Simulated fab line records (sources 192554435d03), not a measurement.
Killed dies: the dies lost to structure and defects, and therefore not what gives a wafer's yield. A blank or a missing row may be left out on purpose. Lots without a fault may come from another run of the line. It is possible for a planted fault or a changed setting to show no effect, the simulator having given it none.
Which tool was responsible? || flow n5-finfet || Sampling: 11 lots, 33 wafers, 2 of 1938 route steps

## WHAT EACH GAUGE READ, for each wafer
N5_BEOL_M7_CD_MEAS_11: target cd 38.5 nm.
{"lot": "L222", "measured": "day 9 04:38", "on": "cd-sem-01", "cd-nm (nm)": "37.9 39.0 38.2"}
{"lot": "L223", "measured": "day 9 08:43", "on": "cd-sem-03", "cd-nm (nm)": "38.4 38.8 38.4"}
{"lot": "L224", "measured": "day 9 11:46", "on": "cd-sem-02", "cd-nm (nm)": "37.5 38.4 38.0"}
{"lot": "L233", "measured": "day 12 02:48", "on": "cd-sem-03", "cd-nm (nm)": "37.8 38.2 38.3"}
{"lot": "L234", "measured": "day 12 08:26", "on": "cd-sem-01", "cd-nm (nm)": "37.9 38.0 38.0"}
{"lot": "L237", "measured": "day 13 06:54", "on": "cd-sem-01", "cd-nm (nm)": "39.4 38.4 39.1"}
{"lot": "L238", "measured": "day 13 10:48", "on": "cd-sem-03", "cd-nm (nm)": "37.6 37.3 37.8"}
{"lot": "L242", "measured": "day 14 14:26", "on": "cd-sem-02", "cd-nm (nm)": "39.3 38.5 38.5"}
{"lot": "L241", "measured": "day 15 06:12", "on": "cd-sem-02", "cd-nm (nm)": "38.3 39.1 38.0"}
{"lot": "L244", "measured": "day 15 10:19", "on": "cd-sem-02", "cd-nm (nm)": "38.4 38.1 37.4"}
{"lot": "L245", "measured": "day 16 06:46", "on": "cd-sem-03", "cd-nm (nm)": "38.3 38.7 38.1"}

## EACH LOT AND THE TOOL THAT RAN IT (in order: tool; ch and the chambers of the sampled wafers; start)
{"lot": "L222", "N5_BEOL_M6_SPUTTER_48": "pvd-sputter-01, day 8 23:44"}
{"lot": "L223", "N5_BEOL_M6_SPUTTER_48": "pvd-sputter-02, day 9 05:11"}
{"lot": "L224", "N5_BEOL_M6_SPUTTER_48": "pvd-sputter-03, day 9 09:12"}
{"lot": "L233", "N5_BEOL_M6_SPUTTER_48": "pvd-sputter-03, day 11 20:47"}
{"lot": "L234", "N5_BEOL_M6_SPUTTER_48": "pvd-sputter-03, day 12 04:18"}
{"lot": "L237", "N5_BEOL_M6_SPUTTER_48": "pvd-sputter-03, day 13 02:35"}
{"lot": "L238", "N5_BEOL_M6_SPUTTER_48": "pvd-sputter-02, day 13 07:48"}
{"lot": "L242", "N5_BEOL_M6_SPUTTER_48": "pvd-sputter-02, day 14 11:58"}
{"lot": "L241", "N5_BEOL_M6_SPUTTER_48": "pvd-sputter-03, day 15 02:14"}
{"lot": "L244", "N5_BEOL_M6_SPUTTER_48": "pvd-sputter-01, day 15 06:08"}
{"lot": "L245", "N5_BEOL_M6_SPUTTER_48": "pvd-sputter-01, day 16 03:44"}
- N5_BEOL_M6_SPUTTER_48: material Cu, target thk 10 nm, time 1.667 s.

## AS READ BY THE TOOLS THEMSELVES (means over the sampled wafers that have a number; for cases with no such wafer, the mark the record gives instead)
N5_BEOL_M6_SPUTTER_48.
{"lot": "L222", "tool": "pvd-sputter-01", "throttle-valve-pct (%)": 30.8}
{"lot": "L223", "tool": "pvd-sputter-02", "throttle-valve-pct (%)": 29.0}
{"lot": "L224", "tool": "pvd-sputter-03", "throttle-valve-pct (%)": 30.6}
{"lot": "L233", "tool": "pvd-sputter-03", "throttle-valve-pct (%)": 30.4}
{"lot": "L234", "tool": "pvd-sputter-03", "throttle-valve-pct (%)": 29.5}
{"lot": "L237", "tool": "pvd-sputter-03", "throttle-valve-pct (%)": 29.6}
{"lot": "L238", "tool": "pvd-sputter-02", "throttle-valve-pct (%)": 29.2}
{"lot": "L242", "tool": "pvd-sputter-02", "throttle-valve-pct (%)": 29.3}
{"lot": "L241", "tool": "pvd-sputter-03", "throttle-valve-pct (%)": 30.7}
{"lot": "L244", "tool": "pvd-sputter-01", "throttle-valve-pct (%)": 30.6}
{"lot": "L245", "tool": "pvd-sputter-01", "throttle-valve-pct (%)": 31.0}

## THE ANSWER, worked out from the rows above alone
Rule: the lots themselves supply what counts as usual. Put in order of their means at a reading, lots are off if they are a third of the lots or fewer, leave a main group of 4 or more, and stand apart from it by a gap of 3 or more times the standard deviation of the main group's means; of several such gaps the widest counts. If all means in a main group match to the digits the tables above print for the reading, that group is not used. A lot without any number at a reading at which 4 lots or more have one is off too. All remaining lots with rows at the step are treated as sound. The gauges are gone through in route order, then the tools' own readings, and for those a lot's mean is taken as printed above. At the first step where some lot is off, the reading lying furthest off is the one used; lots without a number count as furthest.
None of the lots is off at any reading shown; this tells nothing.

## WHAT THE SIMULATOR HAD INSERTED
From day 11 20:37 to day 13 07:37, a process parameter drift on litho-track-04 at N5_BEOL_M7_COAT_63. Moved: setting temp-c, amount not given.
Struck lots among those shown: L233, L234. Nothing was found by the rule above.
